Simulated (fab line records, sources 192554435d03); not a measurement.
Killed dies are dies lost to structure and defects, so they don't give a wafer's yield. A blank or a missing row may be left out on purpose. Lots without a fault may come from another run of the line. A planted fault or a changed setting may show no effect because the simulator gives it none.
Problem report in the 8D (eight disciplines) form, filled by code | flow n5_finfet | the parts of the form that need people (team, actions taken, sign-off) are left out

1. THE PROBLEM
spin_speed_rpm at N5_BEOL_M1_COAT_67 reads a mean of 1440.5 rpm on 6 wafers of 2 lots; wafers without a fault read 1500.0 rpm with a standard deviation of 0.96. That is -62 standard deviations from the usual mean.
The step: time 60 s, resist thk 60 nm.
First seen on wafer L399.1, day 9 18:04, on litho_track-03. The record holds 12 wafers of 4 lots with a number at this step. Rule for "out", or "out of limits": more than 4 standard deviations from the usual mean. The other wafers with a number count as sound.

2. WHAT IT IS AND WHAT IT IS NOT
question                    | is                     | is not
which readings at this step | spin_speed_rpm         | -
which lots                  | L399, L400             | L396, L407
which wafers of those lots  | all that have a number | -
read on which tools         | litho_track-03         | litho_track-05
when                        | from day 9 18:04       | up to then (3 sound wafers); but 3 sound wafers of L407 came after

3. SUSPECTS, AND WHAT RULES EACH OUT
Counting: a tool at a process step up to the reading stays a suspect if it ran every lot that is out and no sound lot after the first of them.
- litho_track-03 at N5_BEOL_M1_COAT_67 (time 60 s, resist thk 60 nm): kept. It ran every lot that is out, first L399 (day 9 18:04), and no sound lot after that; its last sound lot up to then is L396 (day 9 01:42). Its own readings are out on those wafers: spin_speed_rpm.
Left after counting: litho_track-03 at N5_BEOL_M1_COAT_67.

4. THE CAUSE (what the simulator had put in)
Process parameter drift: litho_track-03, from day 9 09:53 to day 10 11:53, at N5_BEOL_M1_COAT_67. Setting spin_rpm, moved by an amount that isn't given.
Counting left only this tool.

5. THE CHAIN OF EFFECTS, in route order
Each row: a reading whose mean over the struck wafers that have a number lies more than 3 standard deviations from the usual. Only readings for which the record gives a usual standard deviation are gone through. hours: the time from each lot's start at the first step in this table that gives one to its start at this step, as a median over the lots. sigmas: the change in usual standard deviations.
hours | step               | reading        | usual      | on struck wafers | change | sigmas
0     | N5_BEOL_M1_COAT_67 | spin_speed_rpm | 1500.0 rpm | 1440.5           | -59.5  | -62
The process steps in it:
- N5_BEOL_M1_COAT_67: time 60 s, resist thk 60 nm.
Later measuring or inspecting steps at which every struck wafer that the step has a row for has a number for every such reading, and none has moved that far: N5_BEOL_M4_RC_MEAS_101.

6. WHAT WOULD HAVE CAUGHT IT SOONER
In this record the first reading out of limits was taken at day 9 18:04, 8 hours after the fault began at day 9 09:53.
